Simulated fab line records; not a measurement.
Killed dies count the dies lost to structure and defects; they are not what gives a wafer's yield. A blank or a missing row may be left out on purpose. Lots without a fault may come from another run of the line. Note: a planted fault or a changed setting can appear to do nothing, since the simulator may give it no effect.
The tool behind it: which one? + flow nand_harc + Sampling: 6 lots, 18 wafers, 4 of 1159 route steps

## WHAT EACH GAUGE READ, for each wafer
NHARC_P_ZERO_WELL_CD_MEAS_24 targets a cd of 720 nm.
| lot  | measured    | on        | cd_nm (nm)        |
|------|-------------|-----------|-------------------|
| L996 | day 1 20:58 | cd_sem-01 | 723.3 721.9 722.2 |
| L999 | day 2 14:28 | cd_sem-01 | 724.7 721.5 722.8 |
| L102 | day 3 08:35 | cd_sem-01 | 721.9 719.9 720.1 |
| L105 | day 4 02:29 | cd_sem-02 | 719.4 720.9 718.2 |
| L108 | day 4 20:37 | cd_sem-03 | - - -             |
| L118 | day 7 08:31 | cd_sem-03 | 721.5 722.1 721.2 |

## EACH LOT AND THE TOOL THAT RAN IT (in order: tool; ch and the chambers of the sampled wafers; start)
| lot  | NHARC_P_ZERO_WELL_ETCH_65         | NHARC_P_ZERO_WELL_ETCH_63       | NHARC_P_ZERO_WELL_EXPOSE_21      |
|------|-----------------------------------|---------------------------------|----------------------------------|
| L996 | rie_diel-07 ch 0,1, day 1 19:52   | rie_si-04 ch 0,1,2, day 1 20:04 | krf_scanner-04 ch 0, day 1 20:49 |
| L999 | rie_diel-01 ch 0,3, day 2 13:29   | rie_si-06 ch 0,1,2, day 2 13:41 | krf_scanner-04 ch 0, day 2 14:19 |
| L102 | rie_diel-11 ch 0,1,3, day 3 07:29 | rie_si-06 ch 1,2,3, day 3 07:40 | krf_scanner-02 ch 0, day 3 08:26 |
| L105 | rie_diel-07 ch 1,3, day 4 01:30   | rie_si-04 ch 1,2,3, day 4 01:40 | krf_scanner-04 ch 0, day 4 02:19 |
| L108 | rie_diel-07 ch 0,1, day 4 19:29   | rie_si-04 ch 2,3, day 4 19:40   | krf_scanner-01 ch 0, day 4 20:27 |
| L118 | rie_diel-01 ch 0,3, day 7 07:22   | rie_si-04 ch 1,2,3, day 7 07:36 | krf_scanner-04 ch 0, day 7 08:21 |
- NHARC_P_ZERO_WELL_ETCH_65: etches the open film in N2/H2, target depth 80 nm, overetch 24 nm, time 87.88 s.
- NHARC_P_ZERO_WELL_ETCH_63: etches the open film in HBr/Cl2, target depth 120 nm, time 40.1 s.
- NHARC_P_ZERO_WELL_EXPOSE_21: exposes mask P NWELL, target cd 720 nm.

## THE ANSWER, worked out from the rows above alone
Rule: the lots themselves supply what counts as usual. The widest of any qualifying gaps counts: lots, ordered by their means at a reading, are off when they make up no more than a third of the lots, leave a main group of 4 or more, and stand apart from it by 3 or more times the standard deviation of that group's means. Not used: any main group whose means are identical at the precision the tables above print for the reading. Also off: a lot with no number at a reading for which 4 or more lots have one. The other lots that the step has rows for count as sound.
Off, at NHARC_P_ZERO_WELL_CD_MEAS_24 on cd_nm: L108. Without a number there: L108. The main group has a mean of 721.4 nm with a standard deviation of 1.3.
A tool fits if, at a process step before that reading, it ran every lot that is off, and no sound lot after the first of them. The gauges at NHARC_P_ZERO_WELL_CD_MEAS_24 are tried like those tools. 2 tools fit, rie_diel-07 at NHARC_P_ZERO_WELL_ETCH_65 and krf_scanner-01 at NHARC_P_ZERO_WELL_EXPOSE_21, so this cannot tell which one it is.

## WHAT THE SIMULATOR HAD PUT IN
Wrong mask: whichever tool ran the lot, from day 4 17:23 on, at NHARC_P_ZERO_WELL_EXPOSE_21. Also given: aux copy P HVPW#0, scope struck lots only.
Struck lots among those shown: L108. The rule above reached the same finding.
